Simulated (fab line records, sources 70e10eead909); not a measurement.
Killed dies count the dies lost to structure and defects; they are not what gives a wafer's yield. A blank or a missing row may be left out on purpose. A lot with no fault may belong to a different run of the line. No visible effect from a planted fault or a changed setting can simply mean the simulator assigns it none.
fab line records ; flow nand-harc
record lots=11; wafers=33; last-day=23
route steps=1159 shown A_CONTACT@960 A_BLC@983 A_M0@1004 END@1159
lots that met no fault: taken from a fault-free run of the same line
start-h: hours from the record's opening day to when the first of the lot's shown wafers began ; wait-h: hours elapsed since this lot's preceding step ; " unchanged from the row above ; L1.1+2: a row that stands for several wafers ; - either no value or no given start ; * or withheld: withheld ; < > ~ a bound
route shown NAME@n: NAME is a module with steps in the file, n the number in the route of the first one ; usual: mean and standard deviation over wafers with no fault ; same: alike in all rows ; chamber/n: place in a boat ; sites: readings site by site ; _std_site: standard deviation of those values ; _edge_site: mean of outer sites minus mean of inner sites ; radius-mm: for every site, how far away it sits from the centre of the wafer ; mask NAME#n: copy n ; behind: tool/chamber where the wafer was last shaped ; hold: cause of the lot's hold/its duration in hours/its outcome ; device: which transistor (n, p or np) failed to switch ; end of line: the route-end tests of the same wafers ; step lacking rows: just its recipe ; killed: dies lost to structure and defects at the first sort, not the wafer's yield ; map: a wafer's dies, marking killed ones x, the rest . and places with no die _
set.NAME: setting as actually run; set.NAME@STEP: the setting as run at that earlier step ; model.NAME: the simulator's own value behind a step, which no gauge read
the route's steps for a sample of lots (tables are steps, rows are wafers)
services: a tool's chamber out of use, with start hour (start-h, from the record's first day; less than 0 if before it), hours out, and reason
## steps
# step NHARC_A_CONTACT_CMP_20
# recipe t-overpolish-s=30; target-thk-nm=300
# usual edge-zone-pressure-frac=0.999/0.0045; motor-current-A=12.0/0.8; overpolish-run-s=30.001/0.0091; retaining-ring-pressure-frac=1.000/0.005; time-to-endpoint-s=60/3.4
lot.wafer;tool;chamber;start-h;wait-h;edge-zone-pressure-frac;motor-current-A;overpolish-run-s;retaining-ring-pressure-frac;time-to-endpoint-s
L401.2;cmp-02;2;384.90;0.8;1.002;13.4;30.014;1.004;65
L401.4;cmp-02;0;384.90;0.8;0.999;11.8;29.992;0.995;59
L401.6;cmp-02;3;384.90;0.8;0.995;12.1;30.003;1.000;60
L402.1;cmp-04;2;391.28;0.8;0.995;11.8;29.985;0.994;60
L402.3;cmp-04;3;391.28;0.8;0.996;12.0;30.002;1.001;60
L402.6;cmp-04;0;391.28;0.8;0.995;12.7;30.007;0.996;54
L403.2;cmp-01;1;395.98;0.7;0.994;12.1;30.013;0.996;62
L403.1;cmp-01;2;395.98;0.7;1.000;11.1;29.991;0.997;60
L403.6;cmp-01;3;395.98;0.7;0.998;11.2;30.000;0.996;59
L404.2;cmp-04;0;407.57;0.8;1.000;13.0;30.002;0.997;54
L404.4;cmp-04;1;407.57;0.8;1.000;11.5;30.003;1.005;60
L404.5;cmp-04;1;407.57;0.8;1.003;11.6;30.011;0.997;64
L411.2;cmp-04;1;443.78;0.8;0.995;11.5;30.009;0.989;59
L411.3;cmp-04;3;443.78;0.8;1.001;11.8;29.994;1.006;62
L411.5;cmp-04;1;443.78;0.8;0.999;11.6;30.012;0.992;62
L410.2;cmp-01;3;445.29;0.7;1.002;11.6;30.007;1.003;58
L410.6;cmp-01;2;445.29;0.7;1.001;11.6;29.998;1.003;61
L410.5;cmp-01;3;445.29;0.7;1.000;11.4;29.994;1.002;58
L416.2;cmp-02;3;477.72;0.8;0.996;12.0;29.986;0.999;57
L416.6;cmp-02;2;477.72;0.8;0.997;13.2;29.991;1.002;65
L416.5;cmp-02;3;477.72;0.8;1.003;11.8;30.012;1.002;55
L418.4;cmp-02;2;492.30;0.4;1.003;13.0;30.017;1.001;70
L418.2;cmp-02;0;492.30;0.4;1.003;10.6;29.990;1.005;59
L418.6;cmp-02;3;492.30;0.4;0.992;12.2;30.000;0.997;61
L419.4;cmp-01;1;494.04;0.4;1.006;12.6;30.008;0.991;59
L419.2;cmp-01;3;494.04;0.4;0.991;12.0;30.012;1.008;60
L419.6;cmp-01;0;494.04;0.4;0.997;10.3;30.002;1.002;56
L417.4;cmp-02;2;494.30;0.4;0.999;13.6;30.008;1.002;66
L417.2;cmp-02;3;494.30;0.4;0.998;12.1;29.987;1.006;59
L417.5;cmp-02;3;494.30;0.4;1.005;13.0;29.990;0.996;60
L422.1;cmp-01;1;510.87;0.9;0.997;12.6;29.997;0.997;59
L422.3;cmp-01;2;510.87;0.9;1.000;11.7;30.002;1.004;60
L422.6;cmp-01;3;510.87;0.9;1.005;12.0;30.002;1.001;58
# step NHARC_A_BLC_STRIP_21
# recipe o2-flow-sccm=500; ar-flow-sccm=0; bias-w=0; chemistry=O2
# usual drypump-motor-current-A=5.5/0.43; oes-product-au=1.000/0.013; rf-vpp-V=58.0/0.81; showerhead-plenum-p-Torr=3.57/0.11; throttle-valve-pct=17.036/0.0095
lot.wafer;tool;chamber;start-h;wait-h;drypump-motor-current-A;oes-product-au;rf-hours-counter-h;rf-vpp-V;showerhead-plenum-p-Torr;throttle-valve-pct
L401.4;rie-diel-06;1;387.05;0.1;5.7;0.983;48;57.6;3.42;17.043
L401.2;rie-diel-06;3;387.05;0.1;4.8;0.988;49;58.7;3.66;17.036
L401.6;rie-diel-06;2;387.05;0.1;5.5;1.002;-;56.9;3.68;17.024
L402.1;rie-diel-02;1;393.50;0.1;5.0;1.008;6;57.5;3.61;17.026
L402.3;rie-diel-02;2;393.50;0.1;6.2;0.997;7;58.2;3.60;17.042
L402.6;rie-diel-02;0;393.50;0.1;5.9;1.028;-;56.4;3.38;17.039
L403.1;rie-diel-04;3;398.19;0.1;5.4;1.008;12;57.4;3.62;17.041
L403.2;rie-diel-04;0;398.19;0.1;6.0;1.006;9;58.7;3.60;17.031
L403.6;rie-diel-04;3;398.19;0.1;5.3;0.998;-;57.6;3.62;17.036
L404.4;rie-diel-02;0;409.69;0.1;5.9;1.014;7;57.2;3.37;17.037
L404.2;rie-diel-02;2;409.69;0.1;6.2;0.991;9;57.9;3.60;17.037
L404.5;rie-diel-02;0;409.69;0.1;5.9;1.025;-;56.5;3.38;17.044
L411.2;rie-diel-06;0;447.27;0.1;5.7;0.989;9;59.3;3.57;17.031
L411.3;rie-diel-06;1;447.27;0.1;5.7;0.986;8;58.0;3.41;17.034
L411.5;rie-diel-06;1;447.27;0.1;5.7;0.983;-;58.7;3.41;17.037
L410.2;rie-diel-04;1;447.62;0.1;5.3;0.987;13;57.3;3.45;17.028
L410.5;rie-diel-04;3;447.62;0.1;5.4;0.991;-;58.4;3.61;17.044
L410.6;rie-diel-04;2;447.62;0.1;4.9;1.009;-;58.6;3.61;17.049
L416.2;rie-diel-06;3;480.18;0.1;4.8;0.991;23;57.2;3.64;17.046
L416.6;rie-diel-06;0;480.18;0.1;5.7;1.001;-;57.0;3.56;17.052
L416.5;rie-diel-06;3;480.18;0.1;4.8;0.981;-;58.5;3.64;17.039
L418.2;rie-diel-02;0;494.75;0.1;5.9;0.999;15;58.4;3.37;17.040
L418.4;rie-diel-02;2;494.75;0.1;6.2;0.995;17;56.3;3.59;17.032
L418.6;rie-diel-02;0;494.75;0.1;5.9;1.011;-;57.5;3.37;17.039
L417.2;rie-diel-02;1;496.72;0.1;5.0;1.001;16;58.7;3.61;17.034
L417.4;rie-diel-02;3;496.72;0.1;5.5;1.001;17;59.6;3.74;17.026
L417.5;rie-diel-02;1;496.72;0.1;5.0;1.006;-;57.7;3.61;17.054
L419.2;rie-diel-04;3;496.81;0.1;5.3;1.011;3;59.4;3.61;17.035
L419.4;rie-diel-04;2;496.81;0.1;4.9;1.008;3;58.5;3.60;17.028
L419.6;rie-diel-04;0;496.81;0.1;6.0;1.011;-;57.8;3.59;17.038
L422.1;rie-diel-06;0;513.13;0.1;5.6;0.997;29;58.3;3.55;17.042
L422.3;rie-diel-06;1;513.13;0.1;5.7;1.005;33;57.8;3.40;17.039
L422.6;rie-diel-06;0;513.13;0.1;5.6;0.995;-;56.7;3.56;17.038
# step NHARC_A_BLC_CMP_25
# recipe t-overpolish-s=30; target-thk-nm=150
# usual edge-zone-pressure-frac=1.000/0.0052; motor-current-A=12.3/0.72; overpolish-run-s=30.000/0.0091; retaining-ring-pressure-frac=1.000/0.0046; time-to-endpoint-s=31/3.8
lot.wafer;tool;chamber;start-h;wait-h;edge-zone-pressure-frac;motor-current-A;overpolish-run-s;retaining-ring-pressure-frac;time-to-endpoint-s
L401.4;cmp-03;1;390.49;0.3;0.995;11.6;29.994;1.000;29
L401.2;cmp-03;2;390.49;0.3;1.000;12.6;30.024;0.997;35
L401.6;cmp-03;3;390.49;0.3;1.002;13.0;29.982;1.004;35
L402.1;cmp-02;2;400.61;0.5;1.006;13.9;30.001;1.006;37
L402.3;cmp-02;0;400.61;0.5;0.997;11.4;30.000;1.000;26
L402.6;cmp-02;1;400.61;0.5;0.993;12.5;30.007;1.002;31
L403.1;cmp-02;0;401.07;0.4;1.001;11.3;29.996;0.998;28
L403.2;cmp-02;1;401.07;0.4;0.990;12.8;29.997;0.998;34
L403.6;cmp-02;3;401.07;0.4;0.994;12.6;30.015;1.004;31
L404.4;cmp-03;2;411.12;0.3;1.002;13.3;30.004;1.004;30
L404.2;cmp-03;0;411.12;0.3;1.006;12.3;30.004;1.007;37
L404.5;cmp-03;2;411.12;0.3;0.999;13.5;29.995;1.002;29
L411.3;cmp-03;1;448.68;0.2;-;-;-;-;-
L411.2;cmp-03;0;448.68;0.2;-;-;-;-;-
L411.5;cmp-03;2;448.68;0.2;-;-;-;-;-
L410.2;cmp-02;0;449.16;0.4;-;-;-;-;-
L410.6;cmp-02;2;449.16;0.4;-;-;-;-;-
L410.5;cmp-02;3;449.16;0.4;-;-;-;-;-
L416.2;cmp-03;2;492.73;0.4;1.003;13.1;30.014;1.003;32
L416.5;cmp-03;0;492.73;0.4;0.999;12.2;30.002;0.997;34
L416.6;cmp-03;1;492.73;0.4;1.001;11.7;29.996;1.001;29
L418.2;cmp-03;0;500.03;0.4;1.006;11.7;29.985;1.002;38
L418.4;cmp-03;1;500.03;0.4;0.999;11.2;30.002;1.003;32
L418.6;cmp-03;0;500.03;0.4;1.002;12.1;29.996;0.993;38
L417.4;cmp-03;1;500.44;0.2;0.994;11.2;30.004;1.004;29
L417.2;cmp-03;2;500.44;0.2;1.000;13.5;30.011;0.998;31
L417.5;cmp-03;1;500.44;0.2;1.002;11.5;30.000;1.004;29
L419.2;cmp-03;2;501.02;0.5;1.000;13.1;30.000;1.010;32
L419.4;cmp-03;3;501.02;0.5;1.010;12.8;29.998;0.999;31
L419.6;cmp-03;1;501.02;0.5;1.008;11.7;30.010;0.991;28
L422.1;cmp-04;3;515.01;0.5;0.995;11.8;30.005;1.000;30
L422.3;cmp-04;0;515.01;0.5;0.996;12.9;29.983;1.000;26
L422.6;cmp-04;3;515.01;0.5;0.995;12.0;30.012;0.996;33
# step NHARC_A_BLC_INSPECT_28
# usual raw-defect-count=448/120
lot.wafer;tool;chamber;start-h;wait-h;hold;raw-defect-count
L401.2;defect-inspect-01;-;390.87;0.1;-;640
L401.4;defect-inspect-01;-;390.87;0.1;-;610
L401.6;defect-inspect-01;-;390.87;0.1;-;684
L402.1;defect-inspect-02;-;400.99;0.1;-;305
L402.3;defect-inspect-02;-;400.99;0.1;-;395
L402.6;defect-inspect-02;-;400.99;0.1;-;357
L403.1;defect-inspect-01;-;401.43;0.1;-;640
L403.2;defect-inspect-01;-;401.43;0.1;-;595
L403.6;defect-inspect-01;-;401.43;0.1;-;753
L404.2;defect-inspect-01;-;411.50;0.1;-;659
L404.4;defect-inspect-01;-;411.50;0.1;-;401
L404.5;defect-inspect-01;-;411.50;0.1;-;405
L411.2;defect-inspect-02;-;449.09;0.1;await-dispo/0.2h/release;6652
L411.3;defect-inspect-02;-;449.09;0.1;await-dispo/0.2h/release;6900
L411.5;defect-inspect-02;-;449.09;0.1;await-dispo/0.2h/release;6700
L411.2;defect-inspect-02;-;449.26;0.2;-;6649
L411.3;defect-inspect-02;-;449.26;0.2;-;6903
L411.5;defect-inspect-02;-;449.26;0.2;-;6706
L410.2;defect-inspect-01;-;449.52;0.1;await-dispo/0.2h/release;6851
L410.5;defect-inspect-01;-;449.52;0.1;await-dispo/0.2h/release;6622
L410.6;defect-inspect-01;-;449.52;0.1;await-dispo/0.2h/release;6500
L410.2;defect-inspect-01;-;449.69;0.2;-;6881
L410.5;defect-inspect-01;-;449.69;0.2;-;6667
L410.6;defect-inspect-01;-;449.69;0.2;-;6485
L416.2;defect-inspect-02;-;493.08;0.1;-;386
L416.5;defect-inspect-02;-;493.08;0.1;-;449
L416.6;defect-inspect-02;-;493.08;0.1;-;319
L418.2;defect-inspect-01;-;500.40;0.1;-;692
L418.4;defect-inspect-01;-;500.40;0.1;-;717
L418.6;defect-inspect-01;-;500.40;0.1;-;523
L417.2;defect-inspect-01;-;500.84;0.1;-;478
L417.4;defect-inspect-01;-;500.84;0.1;-;306
L417.5;defect-inspect-01;-;500.84;0.1;-;432
L419.2;defect-inspect-01;-;501.38;0.1;-;444
L419.4;defect-inspect-01;-;501.38;0.1;-;448
L419.6;defect-inspect-01;-;501.38;0.1;-;324
L422.1;defect-inspect-02;-;515.42;0.1;-;597
L422.3;defect-inspect-02;-;515.42;0.1;-;338
L422.6;defect-inspect-02;-;515.42;0.1;-;424
# step NHARC_A_M0_CD_MEAS_09
# recipe target-cd-nm=80; landing-energy-ev=500
# usual cd-nm=79.8/1
lot.wafer;tool;chamber;start-h;wait-h;cd-nm
L401.2;cd-sem-01;0;391.78;-;79.2
L401.4;cd-sem-01;0;391.78;-;77.9
L401.6;cd-sem-01;0;391.78;-;79.0
L402.1;cd-sem-02;0;401.90;-;79.3
L402.3;cd-sem-02;0;401.90;-;80.9
L402.6;cd-sem-02;0;401.90;-;80.0
L403.1;cd-sem-02;0;402.33;-;80.8
L403.2;cd-sem-02;0;402.33;-;79.2
L403.6;cd-sem-02;0;402.33;-;80.4
L404.2;cd-sem-01;0;412.41;-;80.9
L404.4;cd-sem-01;0;412.41;-;80.6
L404.5;cd-sem-01;0;412.41;-;81.6
L416.2;cd-sem-03;0;493.86;-;79.4
L416.5;cd-sem-03;0;493.86;-;79.5
L416.6;cd-sem-03;0;493.86;-;79.3
L418.2;cd-sem-03;0;501.18;-;80.8
L418.4;cd-sem-03;0;501.18;-;80.6
L418.6;cd-sem-03;0;501.18;-;80.8
L417.2;cd-sem-03;0;501.74;-;80.4
L417.4;cd-sem-03;0;501.74;-;80.8
L417.5;cd-sem-03;0;501.74;-;81.6
L419.2;cd-sem-02;0;502.29;-;79.4
L419.4;cd-sem-02;0;502.29;-;80.1
L419.6;cd-sem-02;0;502.29;-;79.3
L422.1;cd-sem-02;0;516.31;-;79.1
L422.3;cd-sem-02;0;516.31;-;79.7
L422.6;cd-sem-02;0;516.31;-;79.5
# step NHARC_END_SORT_01
# recipe temp-c=25
# usual defect-limited-yield=95.7/1.2; killed-at-array=25/7.8; killed-at-other=0.6/0.81; killed-at-periphery=3.3/2.2; killed-dies=29/8.2; killed-open=3.5/1.9; killed-short=1.8/1.3; sort_bin_2_pct=1.3/0.5; sort_bin_3_pct=0.23/0.21; sort_bin_4_pct=2.8/0.9; sort-n-pass=648/8.2; sort-rim-yield-pct=94.3/2.8; sort-yield-pct=95.7/1.2
# same gross-dies=677; sort_bin_5_pct[%]=0; sort_bin_6_pct[%]=0; sort_bin_7_pct[%]=0; sort_bin_8_pct[%]=0; sort-rim-n-gross=106.00
lot.wafer;tool;chamber;start-h;wait-h;defect-limited-yield[%];killed-at-array;killed-at-other;killed-at-periphery;killed-dies;killed-open;killed-short;sort_bin_2_pct[%];sort_bin_3_pct[%];sort_bin_4_pct[%];sort-n-pass;sort-rim-yield-pct[%];sort-yield-pct[%]
L401.2;prober-02;0;435.24;2.8;96.2;22;0;4;26;2;0;1.0;0.30;2.5;651;95.3;96.2
L401.4;prober-02;0;436.84;3.4;96.2;23;0;3;26;4;1;0.9;0.15;2.8;651;100.0;96.2
L401.6;prober-02;0;438.44;4.0;95.9;24;0;4;28;4;2;1.3;0.15;2.7;649;93.4;95.9
L402.1;prober-01;0;446.22;2.5;94.7;34;1;1;36;5;2;1.6;0.59;3.1;641;91.5;94.7
L402.3;prober-01;0;447.82;3.1;95.1;28;0;5;33;3;2;1.3;0.30;3.2;644;91.5;95.1
L402.6;prober-01;0;450.23;4.0;95.1;33;0;0;33;4;1;1.6;0;3.2;644;94.3;95.1
L403.1;prober-02;0;453.97;2.5;95.9;20;0;8;28;1;0;1.3;0.15;2.7;649;93.4;95.9
L403.2;prober-02;0;454.76;2.8;97.0;15;0;5;20;1;2;1.2;0.15;1.6;657;95.3;97.0
L403.6;prober-02;0;457.91;3.9;95.4;26;0;5;31;3;2;0.7;0.15;3.7;646;98.1;95.4
L404.2;prober-01;0;455.73;2.8;96.8;17;0;5;22;3;2;1.5;0.30;1.5;655;96.2;96.8
L404.4;prober-01;0;457.31;3.4;95.6;27;0;3;30;5;1;1.5;0.59;2.4;647;97.2;95.6
L404.5;prober-01;0;458.10;3.7;96.0;26;0;1;27;4;2;1.3;0.15;2.5;650;95.3;96.0
L416.2;prober-01;0;539.86;2.8;93.9;36;0;5;41;5;0;2.1;0.15;3.8;636;89.6;93.9
L416.5;prober-01;0;542.26;3.7;95.9;27;0;1;28;3;2;1.0;0.30;2.8;649;95.3;95.9
L416.6;prober-01;0;543.06;4.0;93.1;40;1;6;47;6;2;2.7;0;4.3;630;91.5;93.1
L419.2;prober-02;0;541.27;2.9;96.5;21;1;2;24;4;1;1.6;0;1.9;653;90.6;96.5
L419.4;prober-02;0;542.90;3.5;96.5;22;0;2;24;3;1;1.2;0.30;2.1;653;94.3;96.5
L419.6;prober-02;0;544.53;4.1;96.5;23;0;1;24;3;2;1.2;0.15;2.2;653;89.6;96.5
L417.2;prober-01;0;547.71;2.8;95.1;29;1;3;33;6;0;1.3;0.15;3.4;644;91.5;95.1
L417.4;prober-01;0;549.32;3.4;95.3;27;1;4;32;5;4;2.1;0.44;2.2;645;96.2;95.3
L417.5;prober-01;0;550.13;3.7;93.8;40;1;1;42;1;0;2.1;0.15;4.0;635;93.4;93.8
L418.2;prober-02;0;549.13;2.8;97.5;15;0;2;17;6;1;0.9;0.15;1.5;660;97.2;97.5
L418.4;prober-02;0;550.72;3.4;97.5;13;1;3;17;2;3;1.0;0.15;1.3;660;100.0;97.5
L418.6;prober-02;0;552.32;4.0;96.9;20;0;1;21;5;2;1.0;0.15;1.9;656;98.1;96.9
L422.1;prober-01;0;557.02;2.5;95.4;28;0;3;31;2;2;1.8;0.30;2.5;646;99.1;95.4
L422.3;prober-01;0;558.60;3.1;97.2;18;1;0;19;2;2;1.0;0;1.8;658;97.2;97.2
L422.6;prober-01;0;560.95;3.9;96.5;21;0;3;24;6;1;1.0;0.44;2.1;653;97.2;96.5
# killed by level:class
L401.2 A_STAIRCASE:chamber-film-flake=13 A_SLIT:chamber-film-flake=5 A_SOURCE_PLATE:geometric-particle:open=1 A_M0:geometric-particle:open=1 P_ZERO_WELL:chamber-film-flake=1 P_STI:chamber-film-flake=1 P_GATE:chamber-film-flake=1 P_BONDPAD:chamber-film-flake=1
L401.4 A_SLIT:chamber-film-flake=10 A_STAIRCASE:chamber-film-flake=4 A_CHANNEL_HOLE_D1:chamber-film-flake=3 A_CONTACT:chamber-film-flake=2 P_CONTACT:geometric-particle:open=1 P_M0:geometric-particle:open=1 A_SOURCE_PLATE:geometric-particle:open=1 A_ONON_D1:geometric-particle:short=1
L401.6 A_SLIT:chamber-film-flake=10 A_CONTACT:chamber-film-flake=4 A_STAIRCASE:chamber-film-flake=3 P_CONTACT:geometric-particle:open=1 A_SGD_CUT:geometric-particle:open=1 A_CONTACT:geometric-particle:open=1 A_BLC:geometric-particle:short=1 A_M0:geometric-particle:short=1
L402.1 A_SLIT:chamber-film-flake=10 A_CHANNEL_HOLE_D1:chamber-film-flake=8 A_CONTACT:chamber-film-flake=5 A_CONTACT:geometric-particle:open=2 A_STAIRCASE:chamber-film-flake=2 A_WL_FILL:chamber-film-flake=2 A_CHANNEL_HOLE_D1:geometric-particle:short=1 A_CHANNEL_FILL_D1:geometric-particle:short=1
L402.3 A_CHANNEL_HOLE_D1:chamber-film-flake=8 A_SLIT:chamber-film-flake=8 A_CONTACT:chamber-film-flake=3 P_M0:geometric-particle:open=2 P_ZERO_WELL:chamber-film-flake=2 A_STAIRCASE:chamber-film-flake=2 A_SGD_CUT:chamber-film-flake=2 A_SOURCE_PLATE:geometric-particle:short=1
L402.6 A_CHANNEL_HOLE_D1:chamber-film-flake=15 A_SLIT:chamber-film-flake=9 A_WL_FILL:chamber-film-flake=3 A_CONTACT:geometric-particle:open=2 A_SOURCE_PLATE:geometric-particle:open=1 A_CONTACT:geometric-particle:short=1 A_BLC:geometric-particle:open=1 A_CONTACT:chamber-film-flake=1
L403.1 A_STAIRCASE:chamber-film-flake=8 A_CHANNEL_HOLE_D1:chamber-film-flake=5 A_M0:chamber-film-flake=4 P_ZERO_WELL:chamber-film-flake=3 P_GATE:chamber-film-flake=3 A_CHANNEL_FILL_D1:geometric-particle:open=1 P_CONTACT:chamber-film-flake=1 P_M2:chamber-film-flake=1
L403.2 A_STAIRCASE:chamber-film-flake=4 P_GATE:chamber-film-flake=3 A_CHANNEL_HOLE_D1:chamber-film-flake=3 A_CONTACT:chamber-film-flake=2 A_M0:chamber-film-flake=2 A_WL_FILL:geometric-particle:short=1 A_WL_FILL:geometric-particle:open=1 A_M0:geometric-particle:short=1
L404.2 A_SLIT:chamber-film-flake=7 A_CHANNEL_HOLE_D1:chamber-film-flake=3 A_CONTACT:chamber-film-flake=3 P_GATE:geometric-particle:open=1 P_M0:geometric-particle:open=1 P_M0:geometric-particle:short=1 A_CHANNEL_HOLE_D1:geometric-particle:short=1 A_CHANNEL_FILL_D1:geometric-particle:open=1
L404.4 A_SLIT:chamber-film-flake=8 A_WL_FILL:chamber-film-flake=4 A_STAIRCASE:chamber-film-flake=4 A_CONTACT:chamber-film-flake=3 A_ONON_D1:geometric-particle:open=2 P_STI:chamber-film-flake=2 A_SGD_CUT:geometric-particle:short=1 A_CONTACT:geometric-particle:open=1
L403.6 A_CHANNEL_HOLE_D1:chamber-film-flake=8 A_CONTACT:chamber-film-flake=4 A_STAIRCASE:chamber-film-flake=3 A_WL_FILL:chamber-film-flake=3 A_M0:chamber-film-flake=3 A_CONTACT:geometric-particle:open=2 P_ZERO_WELL:chamber-film-flake=2 P_M0:geometric-particle:open=1
L404.5 A_SLIT:chamber-film-flake=7 A_CONTACT:chamber-film-flake=5 A_STAIRCASE:chamber-film-flake=3 A_WL_FILL:chamber-film-flake=3 A_CHANNEL_FILL_D1:geometric-particle:open=2 A_CHANNEL_HOLE_D1:chamber-film-flake=2 A_ONON_D1:geometric-particle:open=1 A_ONON_D1:geometric-particle:short=1
L416.2 A_CHANNEL_HOLE_D1:chamber-film-flake=14 A_SLIT:chamber-film-flake=8 P_M1:chamber-film-flake=5 A_CONTACT:geometric-particle:open=4 A_CONTACT:chamber-film-flake=3 A_ZERO_WELL:chamber-film-flake=2 A_WL_FILL:chamber-film-flake=2 A_SGD_CUT:geometric-particle:open=1
L419.2 A_CHANNEL_HOLE_D1:chamber-film-flake=11 A_ZERO_WELL:chamber-film-flake=2 A_STAIRCASE:chamber-film-flake=2 P_M0:geometric-particle:open=1 A_SOURCE_PLATE:geometric-particle:open=1 A_ONON_D1:geometric-particle:short=1 A_WL_FILL:geometric-particle:open=1 A_BLC:geometric-particle:open=1
L416.5 A_SLIT:chamber-film-flake=13 A_CHANNEL_HOLE_D1:chamber-film-flake=8 A_WL_FILL:geometric-particle:short=2 A_CONTACT:chamber-film-flake=2 P_GATE:geometric-particle:open=1 A_BLC:geometric-particle:open=1 A_M1:geometric-particle:open=1
L419.4 A_CHANNEL_HOLE_D1:chamber-film-flake=18 A_ZERO_WELL:chamber-film-flake=2 P_GATE:geometric-particle:open=1 P_CONTACT:geometric-particle:open=1 A_CHANNEL_HOLE_D1:geometric-particle:short=1 A_SGD_CUT:geometric-particle:open=1
L416.6 A_CHANNEL_HOLE_D1:chamber-film-flake=17 A_SLIT:chamber-film-flake=12 P_M1:chamber-film-flake=5 A_WL_FILL:geometric-particle:short=2 A_ZERO_WELL:chamber-film-flake=2 A_CONTACT:chamber-film-flake=2 P_M1:geometric-particle:open=1 A_CHANNEL_HOLE_D1:geometric-particle:open=1
L419.6 A_CHANNEL_HOLE_D1:chamber-film-flake=14 A_CONTACT:chamber-film-flake=3 P_GATE:geometric-particle:open=1 A_CHANNEL_FILL_D1:geometric-particle:open=1 A_SGD_CUT:geometric-particle:short=1 A_WL_FILL:geometric-particle:short=1 A_CONTACT:geometric-particle:open=1 A_ZERO_WELL:chamber-film-flake=1
L417.2 A_SLIT:chamber-film-flake=14 A_CHANNEL_HOLE_D1:chamber-film-flake=6 A_CONTACT:geometric-particle:open=3 P_ZERO_WELL:chamber-film-flake=3 A_CHANNEL_FILL_D1:geometric-particle:open=2 A_WL_FILL:geometric-particle:open=1 A_WL_FILL:chamber-film-flake=1 A_CONTACT:chamber-film-flake=1
L418.2 A_CHANNEL_HOLE_D1:chamber-film-flake=4 A_M0:chamber-film-flake=4 A_CONTACT:geometric-particle:open=2 A_CONTACT:chamber-film-flake=2 P_CONTACT:geometric-particle:open=1 P_M0:geometric-particle:open=1 A_WL_FILL:geometric-particle:open=1 A_BLC:geometric-particle:short=1
L417.4 A_SLIT:chamber-film-flake=11 A_CHANNEL_HOLE_D1:chamber-film-flake=5 A_CONTACT:geometric-particle:open=2 A_CONTACT:chamber-film-flake=2 A_M0:chamber-film-flake=2 P_CONTACT:geometric-particle:short=1 P_CONTACT:geometric-particle:open=1 P_M0:geometric-particle:open=1
L417.5 A_SLIT:chamber-film-flake=17 A_CONTACT:chamber-film-flake=9 A_CHANNEL_HOLE_D1:chamber-film-flake=8 A_CHANNEL_FILL_D1:chamber-film-flake=2 A_STAIRCASE:chamber-film-flake=2 A_CONTACT:geometric-particle:open=1 P_GATE:chamber-film-flake=1 A_WL_FILL:chamber-film-flake=1
L418.4 A_CONTACT:chamber-film-flake=3 A_CHANNEL_HOLE_D1:chamber-film-flake=3 A_M0:chamber-film-flake=3 A_CHANNEL_FILL_D1:geometric-particle:short=2 P_CONTACT:chamber-film-flake=2 P_M0:geometric-particle:open=1 A_BLC:geometric-particle:short=1 STARTING-WAFER:geometric-particle:open=1
L418.6 A_CHANNEL_HOLE_D1:chamber-film-flake=6 A_ONON_D1:geometric-particle:open=3 A_M0:chamber-film-flake=3 P_M0:geometric-particle:open=1 A_SGD_CUT:geometric-particle:open=1 A_WL_FILL:geometric-particle:short=1 A_CONTACT:geometric-particle:short=1 A_ZERO_WELL:chamber-film-flake=1
L422.1 A_CONTACT:chamber-film-flake=11 A_CHANNEL_HOLE_D1:chamber-film-flake=9 A_STAIRCASE:chamber-film-flake=6 P_M1:geometric-particle:open=1 P_M1:geometric-particle:short=1 A_CONTACT:geometric-particle:open=1 A_M1:geometric-particle:short=1 P_BONDPAD:chamber-film-flake=1
L422.3 A_CONTACT:chamber-film-flake=8 A_CHANNEL_HOLE_D1:chamber-film-flake=4 A_CHANNEL_HOLE_D1:geometric-particle:open=1 A_CHANNEL_FILL_D1:geometric-particle:short=1 A_SGD_CUT:geometric-particle:short=1 STARTING-WAFER:geometric-particle:open=1 A_ZERO_WELL:chamber-film-flake=1 A_STAIRCASE:chamber-film-flake=1
L422.6 A_CONTACT:chamber-film-flake=10 A_STAIRCASE:chamber-film-flake=4 A_CHANNEL_HOLE_D1:chamber-film-flake=2 P_GATE:geometric-particle:short=1 P_M0:geometric-particle:open=1 P_M1:geometric-particle:open=1 A_CHANNEL_FILL_D1:geometric-particle:open=1 A_WL_FILL:geometric-particle:open=1
## services
tool;chamber;start-h;hours;kind
rie-diel-02;0;363.97;4.9;repair
rie-diel-04;-;365.20;0.1;repair
cmp-01;-;375.68;4.0;pm
cmp-03;-;398.35;0.2;repair
cmp-04;-;399.20;4.0;pm
cmp-04;-;415.56;2.7;repair
rie-diel-06;-;418.58;9.0;pm
cmp-02;-;422.50;4.0;pm
cmp-03;-;433.47;3.3;repair
cmp-04;-;435.05;0.7;repair
rie-diel-04;0;435.65;15.3;repair
rie-diel-04;1;436.70;2.2;repair
cmp-03;-;450.00;4.0;pm
rie-diel-04;-;466.09;9.0;pm
rie-diel-06;2;466.74;24.9;repair
cmp-01;-;473.68;4.0;pm
rie-diel-04;0;475.91;20.4;repair
rie-diel-06;0;489.49;18.8;repair
rie-diel-06;1;491.98;8.0;repair
cmp-02;-;497.18;25.7;repair
cmp-04;-;497.20;4.0;pm
rie-diel-06;2;499.59;2.0;repair
rie-diel-06;3;501.67;21.1;repair
rie-diel-02;-;504.88;9.0;pm
## key
first-sign step=NHARC_A_BLC_CMP_25; reading=tool-record; direction=missing
effect step=NHARC_A_BLC_INSPECT_28; reading=visit; direction=added
effect step=NHARC_A_BLC_INSPECT_28; reading=raw-defect-count; direction=up; sigmas=53; usual=448; struck=6704
met-at NHARC_A_BLC_CMP_25
struck-lots L410,L411
scrapped-behind NHARC_A_BLC_INSPECT_28 L410.2,L410.5,L410.6,L411.2,L411.3,L411.5
not-acting-at NHARC_A_CONTACT_CMP_20,NHARC_A_BLC_STRIP_21,NHARC_A_M0_CD_MEAS_09
onset-between 411.12 448.68
fault kind=skipped-step-whole; tool=cmp-02,cmp-03; chamber=-; onset-h=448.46; steps=NHARC_A_BLC_CMP_25; scope=struck-lots-only
